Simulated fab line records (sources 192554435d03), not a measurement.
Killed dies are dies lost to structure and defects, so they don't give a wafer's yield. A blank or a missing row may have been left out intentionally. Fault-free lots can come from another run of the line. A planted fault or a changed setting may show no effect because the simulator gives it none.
fab line records	flow n5_finfet
record lots=10	wafers=30	last_day=17
route steps=1938 shown BEOL_M0_SAQP@690 BEOL_M4@1111 PASSIVATION@1936
lots untouched by any fault: they come from a run of this same line in which no faults occurred
start_h: hours from the record's opening day to when the first of the lot's shown wafers began	wait_h: hours elapsed since this lot's preceding step	" repeats the value in the row above	L1.1+2: a single row standing in for several wafers	- value missing, or start not given	* or withheld: withheld	< > ~ a bound
route shown NAME@n: NAME is a module with steps in the file, n the number in the route of the first one	usual: mean/standard deviation of fault-free wafers	same: alike in all rows	chamber/n: place in a boat	sites: readings site by site	_std_site: the standard deviation of these	_edge_site: inner sites' mean taken away from outer sites' mean	radius_mm: how far each site lies from the wafer's centre	mask NAME#n: copy n	behind: tool/chamber where the wafer was last shaped	hold: cause of the lot's hold/its duration in hours/its outcome	device: the n, p or np transistor that did not switch	end of line: the route-end tests of the same wafers	a step given without rows: its recipe and nothing more	killed: count of dies lost to structure and defects at first sort (not the wafer's yield)	map: the dies of a wafer, with x for killed, . for not killed, _ for no die there
set.NAME: the setting as run; set.NAME@STEP: as run at that earlier step	model.NAME: the simulator's own value behind a step, which no gauge read
a sample of lots followed through the steps of the route, with each step as a table and each wafer as a row
services: the hour from which a tool's chamber was out of use, counted from the record's first day as start_h (under 0 if before that day), plus the number of hours and why
## steps
# step N5_BEOL_M0_SAQP_OVL_MEAS_41
# recipe points_per_wafer=522
# usual M0_CUT1_OVL=0.4/0.64
lot.wafer	tool	chamber	start_h	wait_h	M0_CUT1_OVL[nm]
L867.2	overlay-02	0	128.33	0.0	1.2
L867.3	"	0	"	"	0.7
L867.4	"	0	"	"	1.6
L871.3	overlay-02	0	154.53	0.0	0.7
L871.5	"	0	"	"	1.3
L871.6	"	0	"	"	0.8
L872.1	overlay-01	0	161.42	0.0	0.6
L872.4	"	0	"	"	0.1
L872.6	"	0	"	"	-0.3
L873.1	overlay-01	0	164.71	0.0	1.1
L873.4	"	0	"	"	1.0
L873.5	"	0	"	"	1.0
L877.1	overlay-02	0	197.50	0.0	0.1
L877.2	"	0	"	"	0.5
L877.3	"	0	"	"	0.5
L880.2	overlay-02	0	206.00	0.0	-0.2
L880.3	"	0	"	"	0.2
L880.6	"	0	"	"	0.5
L881.1	overlay-01	0	214.68	0.0	0.9
L881.2	"	0	"	"	0.3
L881.3	"	0	"	"	1.0
L882.2	overlay-01	0	222.98	0.0	0.8
L882.4	"	0	"	"	0.0
L882.5	"	0	"	"	-0.5
L885.2	overlay-02	0	237.55	0.0	2.0
L885.4	"	0	"	"	1.0
L885.5	"	0	"	"	1.0
L886.1	overlay-01	0	248.00	0.0	-0.2
L886.3	"	0	"	"	0.0
L886.6	"	0	"	"	-0.5
# step N5_BEOL_M0_SAQP_DESCUM_45
# recipe chemistry=O2	time_s=7	source_power_w=50	bias_power_w=20	pressure_mtorr=20	rf_frequency_hz=2.712e+07	temp_c=40	resist=CAR-EUV	o2_flow_sccm=225
# usual drypump_motor_current_A=5.6/0.53	oes_product_au=0.82/0.088	rf_vpp_V=243.6/1.3	showerhead_plenum_p_Torr=2.12/0.066	throttle_valve_pct=20.34/0.22
lot.wafer	tool	chamber	start_h	wait_h	drypump_motor_current_A	oes_product_au	rf_hours_counter_h	rf_vpp_V	showerhead_plenum_p_Torr	throttle_valve_pct
L867.2	rie_diel-03	0	128.58	0.2	5.7	1.00	3	243.4	2.06	19.90
L867.3	"	3	"	"	5.7	0.94	10	243.3	2.14	20.28
L867.4	"	1	"	"	6.6	0.74	184	246.6	2.16	20.41
L871.3	rie_diel-03	1	154.61	0.0	6.6	0.73	193	243.9	2.16	20.44
L871.5	"	0	"	"	5.6	0.96	-	242.2	2.06	19.91
L871.6	"	2	"	"	6.4	0.89	-	245.8	2.22	20.17
L872.1	rie_diel-01	1	161.52	0.0	5.7	0.78	131	244.0	2.10	20.35
L872.4	"	3	"	"	5.5	0.90	30	243.9	2.14	20.33
L872.6	"	0	"	"	5.8	0.86	-	244.2	2.22	20.53
L873.1	rie_diel-02	3	164.80	0.0	4.9	0.69	230	244.2	2.15	20.55
L873.4	"	1	"	"	5.8	0.69	236	243.1	2.06	20.84
L873.5	"	1	"	"	5.8	0.69	-	242.4	2.06	20.83
L877.1	rie_diel-01	0	197.67	0.1	5.8	0.85	53	244.7	2.22	20.56
L877.2	"	3	"	"	5.5	0.89	39	244.1	2.13	20.34
L877.3	"	1	"	"	5.7	0.78	140	244.1	2.10	20.37
L880.2	rie_diel-01	2	206.09	0.0	4.9	0.82	87	241.5	2.03	20.15
L880.3	"	0	"	"	5.8	0.83	55	245.8	2.22	20.55
L880.6	"	2	"	"	4.9	0.83	-	241.6	2.03	20.17
L881.1	rie_diel-02	0	214.94	0.2	6.1	0.76	152	245.0	2.17	20.04
L881.2	"	2	"	"	5.1	0.80	93	242.3	2.02	20.47
L881.3	"	3	"	"	4.9	0.69	245	244.8	2.14	20.58
L882.2	rie_diel-01	0	223.11	0.1	5.8	0.83	60	244.0	2.22	20.57
L882.4	"	2	"	"	4.8	0.82	93	241.7	2.03	20.16
L882.5	"	3	"	"	5.5	0.88	-	244.0	2.13	20.36
L885.2	rie_diel-02	2	237.64	0.0	5.0	0.79	101	242.5	2.02	20.47
L885.4	"	3	"	"	4.9	0.67	252	244.2	2.14	20.60
L885.5	"	1	"	"	5.8	1.01	-	242.8	2.05	20.47
L886.1	rie_diel-03	1	248.09	0.0	6.6	0.70	222	243.4	2.15	20.49
L886.3	"	2	"	"	6.4	0.84	57	244.3	2.21	20.21
L886.6	"	2	"	"	6.4	0.84	-	243.5	2.21	20.23
# step N5_BEOL_M0_SAQP_ALD_48
# recipe material=SiO2	target_thk_a=200	temp_c=100	ald_precursor_family=BDEAS	ald_co_reactant=O2-plasma	pulse_time_s=1	co_reactant_pulse_time_s=1	purge_time_s=2	co_reactant_purge_time_s=2	ald_cycles=139	pressure_torr=2
# usual ald_cycles=139/0	chamber_pressure_Torr=2.000/0.0043	heater_power_w=78/8	precursor_pulse_height_rel=1.002/0.023
lot.wafer	tool	chamber	start_h	wait_h	ald_cycles	chamber_pressure_Torr	heater_power_w	precursor_pulse_height_rel
L867.2	ald_sin-04	0	130.13	1.3	139	2.003	82	0.982
L867.3	"	1	"	"	139	1.999	89	1.017
L867.4	"	3	"	"	139	2.007	69	1.002
L871.3	ald_sin-04	0	154.89	0.0	-	-	-	-
L871.5	"	1	"	"	-	-	-	-
L871.6	"	2	"	"	-	-	-	-
L872.1	ald_sin-03	2	162.11	0.3	-	-	-	-
L872.4	"	1	"	"	-	-	-	-
L872.6	"	1	"	"	-	-	-	-
L873.1	ald_sin-03	2	165.08	0.0	-	-	-	-
L873.4	"	0	"	"	-	-	-	-
L873.5	"	2	"	"	-	-	-	-
L877.1	ald_sin-04	1	197.95	0.0	139	1.991	87	1.004
L877.2	"	2	"	"	139	1.993	81	0.991
L877.3	"	3	"	"	139	2.006	69	1.010
L880.2	ald_sin-03	1	206.37	0.0	139	1.993	73	0.996
L880.3	"	2	"	"	139	2.005	63	0.992
L880.6	"	2	"	"	139	2.004	61	1.008
L881.1	ald_sin-04	2	215.23	0.0	139	2.004	82	1.014
L881.2	"	0	"	"	139	2.000	84	0.959
L881.3	"	1	"	"	139	1.998	88	0.983
L882.2	ald_sin-04	2	223.42	0.0	139	2.006	84	1.018
L882.4	"	3	"	"	139	2.004	70	1.010
L882.5	"	2	"	"	139	2.008	82	0.989
L885.2	ald_sin-01	2	237.92	0.0	139	1.996	87	0.984
L885.4	"	3	"	"	139	1.999	89	1.014
L885.5	"	1	"	"	139	1.995	74	0.959
L886.1	ald_sin-03	0	248.38	0.0	139	1.994	82	1.000
L886.3	"	1	"	"	139	2.002	74	1.013
L886.6	"	1	"	"	139	1.998	75	1.053
# step N5_BEOL_M0_SAQP_ETCH_49
# recipe chemistry=CF4/O2	target_depth_a=370	target=SiO2	pressure_mtorr=40	source_w=535	bias_w=49	Ar_flow_sccm=100	cf4_flow_sccm=100	O2_flow_sccm=10	ion_energy_ev=100
# usual cf4_flow_sccm=100.0/0.31	drypump_motor_current_A=5.6/0.52	oes_product_au=0.80/0.081	rf_vpp_V=241.6/2.1	showerhead_plenum_p_Torr=2.24/0.065	throttle_valve_pct=15.80/0.26
lot.wafer	tool	chamber	start_h	wait_h	cf4_flow_sccm	drypump_motor_current_A	oes_product_au	rf_hours_counter_h	rf_vpp_V	showerhead_plenum_p_Torr	throttle_valve_pct
L867.2	rie_diel-02	1	130.65	0.3	100.0	5.8	0.71	225	240.3	2.18	16.28
L867.3	"	0	"	"	100.1	6.2	0.78	130	240.9	2.29	15.49
L867.4	"	3	"	"	99.8	4.9	0.71	219	242.9	2.27	16.06
L871.3	rie_diel-01	3	155.42	0.3	100.4	5.5	0.90	29	246.8	2.25	15.73
L871.5	"	0	"	"	99.9	5.8	0.86	-	241.1	2.33	15.90
L871.6	"	1	"	"	99.3	5.7	0.79	-	243.7	2.22	15.78
L872.1	rie_diel-03	0	162.82	0.5	100.2	5.6	0.95	15	242.7	2.16	15.25
L872.4	"	3	"	"	100.5	5.7	0.92	21	241.4	2.25	15.65
L872.6	"	2	"	"	99.3	6.4	0.88	-	239.4	2.33	15.64
L873.1	rie_diel-01	2	165.61	0.3	99.5	4.9	0.83	76	240.0	2.14	15.55
L873.4	"	1	"	"	100.1	5.7	0.78	132	242.2	2.22	15.79
L873.5	"	0	"	"	99.9	5.8	0.85	-	240.4	2.33	15.88
L877.1	rie_diel-03	3	198.52	0.3	99.8	5.8	0.89	30	241.7	2.24	15.67
L877.2	"	2	"	"	100.4	6.4	0.87	43	239.1	2.33	15.65
L877.3	"	0	"	"	100.0	5.6	0.92	24	244.5	2.16	15.29
L880.2	rie_diel-02	2	206.89	0.3	99.4	5.1	0.80	91	238.6	2.14	15.86
L880.3	"	1	"	"	100.1	5.8	0.68	249	241.1	2.17	16.34
L880.6	"	2	"	"	99.9	5.1	0.80	-	238.4	2.14	15.86
L881.1	rie_diel-03	1	215.75	0.3	100.0	6.6	0.73	211	241.7	2.27	15.95
L881.2	"	2	"	"	99.8	6.4	0.86	49	239.3	2.33	15.66
L881.3	"	0	"	"	99.7	5.7	0.92	29	243.4	2.16	15.29
L882.2	rie_diel-01	3	223.94	0.3	100.8	5.5	0.87	48	245.9	2.25	15.77
L882.4	"	0	"	"	99.5	5.8	0.83	60	242.5	2.33	15.93
L882.5	"	0	"	"	100.0	5.8	0.82	-	242.7	2.33	15.91
L885.2	rie_diel-01	0	238.77	0.6	100.4	5.8	0.83	65	242.3	2.33	15.94
L885.4	"	2	"	"	99.8	4.9	0.81	97	241.5	2.13	15.61
L885.5	"	1	"	"	99.9	5.7	0.77	-	242.7	2.21	15.80
L886.1	rie_diel-02	1	249.22	0.6	99.9	5.8	0.98	4	240.3	2.17	15.85
L886.3	"	2	"	"	99.8	5.0	0.79	104	237.8	2.14	15.88
L886.6	"	0	"	"	100.0	6.1	0.75	-	242.0	2.28	15.53
# step N5_BEOL_M4_RC_MEAS_101
# usual DIBL_N=36.3/1.4	DIBL_P=36.2/1.5	IOFF_N=0.160/0.021	IOFF_P=0.211/0.027	ION_N=676/7.7	ION_P=463/5.5	SS_N=71.4/0.57	SS_P=73.3/0.58	VT_N=249.3/2.5	VT_P=-250.1/2.6
lot.wafer	tool	chamber	start_h	wait_h	DIBL_N[mV/V]	DIBL_P[mV/V]	IOFF_N[nA/um]	IOFF_P[nA/um]	ION_N[uA/um]	ION_P[uA/um]	SS_N[mV/dec]	SS_P[mV/dec]	VT_N[mV]	VT_P[mV]
L867.2	prober-02	0	183.71	0.2	37.4	37.7	0.176	0.234	681	472	71.2	74.2	245.6	-246.2
L867.3	"	0	"	"	37.2	36.4	0.156	0.216	669	460	71.7	74.4	251.1	-246.7
L867.4	"	0	"	"	37.6	37.6	0.172	0.230	673	465	71.4	73.6	246.3	-246.6
L877.1	prober-01	0	260.55	0.0	34.9	35.2	0.158	0.207	677	462	71.9	73.0	249.8	-250.5
L877.2	"	0	"	"	36.3	37.1	0.175	0.234	687	473	71.6	73.6	248.8	-247.4
L877.3	"	0	"	"	35.6	36.3	0.160	0.216	682	464	71.2	73.1	248.1	-248.5
L880.2	prober-01	0	265.59	0.2	38.8	38.3	0.210	0.260	679	466	71.5	73.9	245.5	-248.1
L880.3	"	0	"	"	36.8	36.7	0.172	0.236	685	462	71.6	73.6	248.6	-248.9
L880.6	"	0	"	"	35.9	34.8	0.150	0.195	666	452	71.4	73.1	250.7	-251.8
L881.1	prober-02	0	265.66	0.0	36.1	35.1	0.162	0.204	672	465	71.2	72.9	248.7	-249.9
L881.2	"	0	"	"	36.1	34.6	0.162	0.194	681	463	71.5	73.4	248.9	-252.3
L881.3	"	0	"	"	35.0	33.8	0.150	0.184	680	463	70.9	72.8	250.5	-251.6
L882.2	prober-02	0	283.61	0.2	35.0	34.3	0.146	0.194	679	467	70.6	72.6	249.2	-249.9
L882.4	"	0	"	"	35.2	34.6	0.144	0.202	667	462	70.2	72.6	249.8	-249.2
L882.5	"	0	"	"	38.0	37.7	0.191	0.251	679	467	70.8	73.4	243.9	-248.9
L885.2	prober-01	0	300.78	0.2	36.7	38.9	0.172	0.245	678	468	71.2	73.8	248.6	-249.6
L885.4	"	0	"	"	34.1	35.2	0.128	0.191	662	462	70.9	72.5	250.9	-248.4
L885.5	"	0	"	"	34.5	36.2	0.141	0.199	671	461	70.6	73.5	251.8	-251.2
L886.1	prober-01	0	308.31	0.0	36.9	37.2	0.179	0.233	680	468	71.7	73.4	249.0	-246.6
L886.3	"	0	"	"	36.1	36.4	0.162	0.231	683	469	71.4	74.0	249.9	-250.1
L886.6	"	0	"	"	37.2	37.9	0.189	0.242	687	471	72.7	74.3	247.6	-248.8
# step N5_PASSIVATION_PROBE_49
# usual defect_limited_yield=91.3/1.4	killed_at_M0_to_M3=34/10	killed_at_M4_up=13/4.8	killed_at_contacts=12/6.1	killed_at_front_end=40/11	killed_at_other=3.7/2.8	killed_dies=103/16	killed_on_rim=13/3.6	killed_open=67/12	killed_short=34/7.4	sort_bin_5_function=5.1/0.95	sort_bin_6_memory=3.2/0.62	sort_n_pass=1077/16	sort_yield_pct=91.3/1.4
# same gross_dies=1180	killed_at_back_side=0	sort_bin_4_leakage[%]=0	sort_bin_8_speed[%]=0
lot.wafer	tool	chamber	start_h	wait_h	defect_limited_yield[%]	killed_at_M0_to_M3	killed_at_M4_up	killed_at_contacts	killed_at_front_end	killed_at_other	killed_dies	killed_on_rim	killed_open	killed_short	sort_bin_5_function[%]	sort_bin_6_memory[%]	sort_n_pass	sort_yield_pct[%]
L867.2	prober-02	-	285.58	0.1	89.9	48	16	8	39	8	119	12	81	35	6.0	3.8	1061	89.9
L867.3	prober-02	-	285.63	0.1	91.2	46	13	14	30	1	104	16	62	42	5.6	2.6	1076	91.2
L867.4	prober-02	-	285.68	0.2	93.4	33	4	4	34	3	78	4	45	30	3.6	2.5	1102	93.4
L872.1	prober-02	-	307.39	0.0	0	1169	2	1	8	0	1180	152	14	3	75.6	2.7	0	0
L872.4	prober-02	-	307.54	0.2	0	1170	3	1	5	1	1180	152	5	7	71.6	3.1	0	0
L872.6	prober-02	-	307.64	0.3	0	1164	1	5	8	2	1180	152	10	12	72.6	3.0	0	0
L871.3	prober-02	-	315.84	0.1	0	1166	2	2	6	4	1180	152	12	7	73.3	3.1	0	0
L871.5	prober-02	-	315.94	0.2	0	1163	7	2	7	1	1180	152	16	9	74.3	3.1	0	0
L873.1	prober-01	-	323.44	0.0	0	1166	2	0	11	1	1180	152	11	6	72.9	2.4	0	0
L873.4	prober-01	-	323.59	0.2	0	1170	3	0	7	0	1180	152	10	5	73.4	2.4	0	0
L877.1	prober-01	-	362.08	0.0	89.2	53	16	13	44	2	128	16	80	44	6.9	3.6	1052	89.2
L877.2	prober-01	-	362.13	0.1	89.6	35	21	16	49	2	123	21	79	43	6.5	3.5	1057	89.6
L877.3	prober-01	-	362.18	0.1	91.5	16	10	15	53	6	100	14	69	28	5.3	3.1	1080	91.5
L881.1	prober-01	-	371.76	0.0	91.0	31	10	16	48	1	106	15	71	35	5.4	3.1	1074	91.0
L881.2	prober-01	-	371.81	0.1	90.9	37	13	13	40	4	107	12	73	34	4.9	4.1	1073	90.9
L881.3	prober-01	-	371.86	0.1	91.8	20	13	13	48	3	97	12	60	31	4.3	3.3	1083	91.8
L880.2	prober-02	-	371.78	0.1	90.9	36	25	16	30	0	107	15	76	31	5.4	3.4	1073	90.9
L880.3	prober-02	-	371.83	0.1	89.9	37	11	31	35	5	119	20	78	39	5.3	4.2	1061	89.9
L880.6	prober-02	-	371.98	0.3	93.8	22	10	17	22	2	73	12	41	26	3.7	2.1	1107	93.8
L882.2	prober-01	-	391.21	0.1	89.4	35	19	13	53	5	125	16	77	46	5.9	4.2	1055	89.4
L882.4	prober-01	-	391.31	0.2	91.6	32	18	6	37	6	99	6	67	31	4.3	3.8	1081	91.6
L882.5	prober-01	-	391.36	0.2	91.1	42	14	5	39	5	105	12	70	35	5.7	3.1	1075	91.1
L885.2	prober-02	-	400.49	0.1	91.0	38	17	17	33	1	106	13	65	37	4.2	4.0	1074	91.0
L885.4	prober-02	-	400.59	0.2	92.3	33	17	12	29	0	91	17	51	36	4.5	2.9	1089	92.3
L885.5	prober-02	-	400.64	0.2	91.7	37	11	12	35	3	98	12	63	30	5.8	1.9	1082	91.7
L886.1	prober-02	-	410.92	0.0	88.4	32	18	15	65	7	137	18	87	49	7.2	3.7	1043	88.4
L886.3	prober-02	-	411.02	0.1	92.5	23	7	12	42	5	89	12	61	27	4.4	2.8	1091	92.5
L886.6	prober-02	-	411.17	0.3	90.3	42	9	7	51	6	115	23	72	42	5.3	4.0	1065	90.3
# killed by level:class
L867.2 BEOL_M0_SAQP:geometric_particle:open=11 BEOL_M1:geometric_particle:open=8 FIN_SAQP:geometric_particle:open=7 FIN_SAQP:geometric_particle:short=7 BEOL_M0:geometric_particle:open=7 BEOL_M4:geometric_particle:open=7 GATE_CUT:geometric_particle:short=6 MOL_CONTACT_COAG:geometric_particle:open=6
L867.3 FIN_SAQP:geometric_particle:short=11 BEOL_M1:geometric_particle:open=11 MOL_CONTACT_COAG:geometric_particle:open=10 BEOL_M0_SAQP:geometric_particle:short=10 BEOL_M4:geometric_particle:open=8 BEOL_M0_SAQP:geometric_particle:open=7 FIN_SAQP:geometric_particle:open=6 BEOL_M0:geometric_particle:open=5
L867.4 FIN_SAQP:geometric_particle:open=10 FIN_SAQP:geometric_particle:short=7 BEOL_M0_SAQP:geometric_particle:short=7 BEOL_M0:geometric_particle:open=7 BEOL_M0_SAQP:geometric_particle:open=5 BEOL_M1:geometric_particle:open=5 STI_FIN_REVEAL:geometric_particle:open=4 BEOL_M0:geometric_particle:short=4
L872.1 BEOL_M0_SAQP:lost_pattern=1157 BEOL_M0_SAQP:area_ald=6 FIN_SAQP:geometric_particle:short=2 BEOL_M0:geometric_particle:open=2 BEOL_M4:geometric_particle:open=2 STI_FIN_REVEAL:geometric_particle:open=1 DUMMY_GATE:geometric_particle:open=1 SDB:geometric_particle:open=1
L872.4 BEOL_M0_SAQP:lost_pattern=1164 BEOL_M0_SAQP:area_ald=4 GATE_CUT:geometric_particle:short=2 FIN_SAQP:geometric_particle:short=1 DUMMY_GATE:geometric_particle:short=1 GATE_CUT:geometric_particle:open=1 MOL_CONTACT_COAG:geometric_particle:open=1 BEOL_M2:geometric_particle:short=1
L872.6 BEOL_M0_SAQP:lost_pattern=1150 BEOL_M0_SAQP:area_ald=7 FIN_SAQP:geometric_particle:short=3 MOL_CONTACT_COAG:geometric_particle:open=3 BEOL_M1:geometric_particle:open=3 FIN_SAQP:geometric_particle:open=2 GATE_CUT:geometric_particle:short=2 MOL_CONTACT_COAG:geometric_particle:short=2
L871.3 BEOL_M0_SAQP:lost_pattern=1156 BEOL_M0_SAQP:area_ald=5 BEOL_M3:geometric_particle:open=3 MOL_CONTACT_COAG:geometric_particle:open=2 BEOL_M0_SAQP:geometric_particle:open=2 MIM_TOP_ETCH:geometric_particle:open=2 FIN_SAQP:geometric_particle:short=1 STI_FIN_REVEAL:geometric_particle:short=1
L871.5 BEOL_M0_SAQP:lost_pattern=1145 BEOL_M0_SAQP:area_ald=10 BEOL_M0_SAQP:geometric_particle:open=3 FIN_SAQP:geometric_particle:open=2 FIN_SAQP:geometric_particle:short=2 BEOL_M0_SAQP:geometric_particle:short=2 BEOL_M3:geometric_particle:open=2 BEOL_M8:geometric_particle:open=2
L873.1 BEOL_M0_SAQP:lost_pattern=1155 BEOL_M0_SAQP:area_ald=8 FIN_SAQP:geometric_particle:open=5 BEOL_M0_SAQP:geometric_particle:short=2 FIN_SAQP:geometric_particle:short=1 STI_FIN_REVEAL:geometric_particle:open=1 DUMMY_GATE:geometric_particle:short=1 DUMMY_GATE:geometric_particle:open=1
L873.4 BEOL_M0_SAQP:lost_pattern=1160 BEOL_M0_SAQP:area_ald=5 BEOL_M2:geometric_particle:short=3 BEOL_M5:geometric_particle:open=2 FIN_SAQP:geometric_particle:open=1 FIN_CUT:geometric_particle:open=1 STI_FIN_REVEAL:geometric_particle:open=1 STI_FIN_REVEAL:geometric_particle:short=1
L877.1 STI_FIN_REVEAL:geometric_particle:open=15 BEOL_M0_SAQP:geometric_particle:short=14 MOL_CONTACT_COAG:geometric_particle:open=12 BEOL_M3:geometric_particle:open=10 BEOL_M1:geometric_particle:open=9 FIN_SAQP:geometric_particle:open=6 BEOL_M0_SAQP:geometric_particle:open=6 BEOL_M4:geometric_particle:short=6
L877.2 MOL_CONTACT_COAG:geometric_particle:open=13 BEOL_M0_SAQP:geometric_particle:open=10 FIN_SAQP:geometric_particle:open=9 STI_FIN_REVEAL:geometric_particle:open=9 BEOL_M4:geometric_particle:short=8 FIN_SAQP:geometric_particle:short=7 BEOL_M0_SAQP:geometric_particle:short=7 BEOL_M4:geometric_particle:open=6
L877.3 STI_FIN_REVEAL:geometric_particle:open=14 MOL_CONTACT_COAG:geometric_particle:open=12 FIN_SAQP:geometric_particle:open=7 STI_FIN_REVEAL:geometric_particle:short=5 GATE_CUT:geometric_particle:short=5 GATE_CUT:geometric_particle:open=4 BEOL_M1:geometric_particle:open=4 BEOL_M2:geometric_particle:open=4
L881.1 MOL_CONTACT_COAG:geometric_particle:open=12 STI_FIN_REVEAL:geometric_particle:open=9 DUMMY_GATE:geometric_particle:open=9 GATE_CUT:geometric_particle:short=9 BEOL_M3:geometric_particle:open=7 BEOL_M2:geometric_particle:open=7 MOL_CONTACT_COAG:geometric_particle:short=4 BEOL_M0_SAQP:geometric_particle:open=4
L880.2 BEOL_M4:geometric_particle:open=20 MOL_CONTACT_COAG:geometric_particle:open=13 STI_FIN_REVEAL:geometric_particle:open=8 BEOL_M1:geometric_particle:open=8 BEOL_M0_SAQP:geometric_particle:open=7 BEOL_M0_SAQP:geometric_particle:short=6 BEOL_M3:geometric_particle:open=6 DUMMY_GATE:geometric_particle:open=4
L881.2 MOL_CONTACT_COAG:geometric_particle:open=12 BEOL_M0_SAQP:geometric_particle:short=10 STI_FIN_REVEAL:geometric_particle:open=9 BEOL_M2:geometric_particle:open=8 FIN_SAQP:geometric_particle:open=7 BEOL_M1:geometric_particle:open=7 GATE_CUT:geometric_particle:short=6 GATE_CUT:geometric_particle:open=5
L880.3 MOL_CONTACT_COAG:geometric_particle:open=22 FIN_SAQP:geometric_particle:short=9 BEOL_M0_SAQP:geometric_particle:open=9 MOL_CONTACT_COAG:geometric_particle:short=8 BEOL_M1:geometric_particle:open=8 BEOL_M3:geometric_particle:open=8 STI_FIN_REVEAL:geometric_particle:open=6 FIN_SAQP:geometric_particle:open=5
L881.3 MOL_CONTACT_COAG:geometric_particle:open=12 STI_FIN_REVEAL:geometric_particle:open=11 GATE_CUT:geometric_particle:short=6 DUMMY_GATE:geometric_particle:open=5 GATE_CUT:geometric_particle:open=5 BEOL_M0_SAQP:geometric_particle:short=5 FIN_CUT:geometric_particle:short=4 DUMMY_GATE:geometric_particle:short=4
L880.6 MOL_CONTACT_COAG:geometric_particle:open=10 BEOL_M1:geometric_particle:open=9 MOL_CONTACT_COAG:geometric_particle:short=5 FIN_SAQP:geometric_particle:open=4 GATE_CUT:geometric_particle:short=4 BEOL_M4:geometric_particle:open=4 DUMMY_GATE:geometric_particle:open=3 BEOL_M0_SAQP:geometric_particle:short=3
L882.2 STI_FIN_REVEAL:geometric_particle:open=20 MOL_CONTACT_COAG:geometric_particle:open=10 FIN_SAQP:geometric_particle:short=8 BEOL_M0_SAQP:geometric_particle:short=8 BEOL_M4:geometric_particle:open=7 BEOL_M2:geometric_particle:open=7 FIN_SAQP:geometric_particle:open=5 STI_FIN_REVEAL:geometric_particle:short=5
L882.4 BEOL_M0_SAQP:geometric_particle:open=11 BEOL_M4:geometric_particle:open=10 STI_FIN_REVEAL:geometric_particle:open=9 DUMMY_GATE:geometric_particle:open=7 BEOL_M3:geometric_particle:open=7 MOL_CONTACT_COAG:geometric_particle:open=6 BEOL_M0_SAQP:geometric_particle:short=6 FIN_SAQP:geometric_particle:short=5
L882.5 BEOL_M0_SAQP:geometric_particle:open=13 STI_FIN_REVEAL:geometric_particle:open=11 BEOL_M2:geometric_particle:open=8 BEOL_M0_SAQP:geometric_particle:short=7 BEOL_M3:geometric_particle:open=7 FIN_SAQP:geometric_particle:short=6 FIN_SAQP:geometric_particle:open=5 MOL_CONTACT_COAG:geometric_particle:open=4
L885.2 MOL_CONTACT_COAG:geometric_particle:open=15 BEOL_M0_SAQP:geometric_particle:open=13 BEOL_M0_SAQP:geometric_particle:short=12 BEOL_M4:geometric_particle:open=8 FIN_SAQP:geometric_particle:open=5 BEOL_M1:geometric_particle:open=5 DUMMY_GATE:geometric_particle:open=4 DUMMY_GATE:geometric_particle:short=4
L885.4 BEOL_M0_SAQP:geometric_particle:open=14 BEOL_M0_SAQP:geometric_particle:short=8 MOL_CONTACT_COAG:geometric_particle:open=7 FIN_SAQP:geometric_particle:short=6 GATE_CUT:geometric_particle:short=5 MOL_CONTACT_COAG:geometric_particle:short=5 BEOL_M4:geometric_particle:short=5 BEOL_M4:geometric_particle:open=5
L885.5 MOL_CONTACT_COAG:geometric_particle:open=10 BEOL_M0_SAQP:geometric_particle:open=9 BEOL_M0_SAQP:geometric_particle:short=8 BEOL_M0:geometric_particle:open=7 DUMMY_GATE:geometric_particle:open=5 BEOL_M3:geometric_particle:open=5 FIN_SAQP:geometric_particle:open=4 ILD0:geometric_particle:short=4
L886.1 FIN_SAQP:geometric_particle:short=18 STI_FIN_REVEAL:geometric_particle:open=15 FIN_SAQP:geometric_particle:open=13 MOL_CONTACT_COAG:geometric_particle:open=10 BEOL_M1:geometric_particle:open=10 BEOL_M4:geometric_particle:open=10 BEOL_M0_SAQP:geometric_particle:short=8 GATE_CUT:geometric_particle:short=6
L886.3 STI_FIN_REVEAL:geometric_particle:open=12 MOL_CONTACT_COAG:geometric_particle:open=9 BEOL_M3:geometric_particle:open=6 FIN_SAQP:geometric_particle:short=5 BEOL_M0_SAQP:geometric_particle:short=5 BEOL_M1:geometric_particle:open=5 STI_FIN_REVEAL:geometric_particle:short=4 SPACER0:geometric_particle:open=4
L886.6 BEOL_M0_SAQP:geometric_particle:open=15 BEOL_M0_SAQP:geometric_particle:short=14 FIN_SAQP:geometric_particle:open=13 FIN_SAQP:geometric_particle:short=8 STI_FIN_REVEAL:geometric_particle:open=8 BEOL_M2:geometric_particle:open=8 GATE_CUT:geometric_particle:short=7 MOL_CONTACT_COAG:geometric_particle:open=6
## services
tool	chamber	start_h	hours	kind
rie_diel-01	3	135.89	14.2	repair
rie_diel-02	0	141.71	3.3	repair
rie_diel-03	3	151.46	4.3	repair
rie_diel-03	2	170.31	8.0	repair
ald_sin-01	2	201.46	2.2	repair
rie_diel-02	1	210.87	-	clean
rie_diel-02	1	210.87	-	consumable_replace:focus_ring
rie_diel-02	1	210.87	26.1	scheduled_down
rie_diel-02	1	210.87	26.1	vent_cycle
rie_diel-03	3	214.67	3.1	repair
rie_diel-01	0	216.59	1.2	repair
rie_diel-02	-	219.04	0.7	repair
ald_sin-01	0	220.47	15.2	repair
rie_diel-03	2	224.91	9.3	repair
rie_diel-03	0	240.51	12.8	repair
## key
first_sign step=N5_BEOL_M0_SAQP_ALD_48	reading=tool_record	direction=missing
effect step=N5_PASSIVATION_PROBE_49	reading=killed_at_M0_to_M3	direction=up	sigmas=99+	usual=34	struck=1167
met_at N5_BEOL_M0_SAQP_ALD_48
struck_lots L871,L872,L873
rows_end L871.6,L873.5
later_rows_left_out L871.3,L871.5,L872.1,L872.4,L872.6,L873.1,L873.4
not_acting_at N5_BEOL_M0_SAQP_OVL_MEAS_41,N5_BEOL_M0_SAQP_DESCUM_45,N5_BEOL_M0_SAQP_ETCH_49
onset_between 130.13 154.89
fault kind=skipped_step_whole	tool=ald_sin-03,ald_sin-04	chamber=-	onset_h=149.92	steps=N5_BEOL_M0_SAQP_ALD_48	scope=struck_lots_only
# later_rows_left_out: the simulator's readings of these wafers behind a module that went badly wrong aren't trusted and aren't shown, but for the sort
# rows_end: these wafers met a further fault down the route, and their rows from its step on are left out
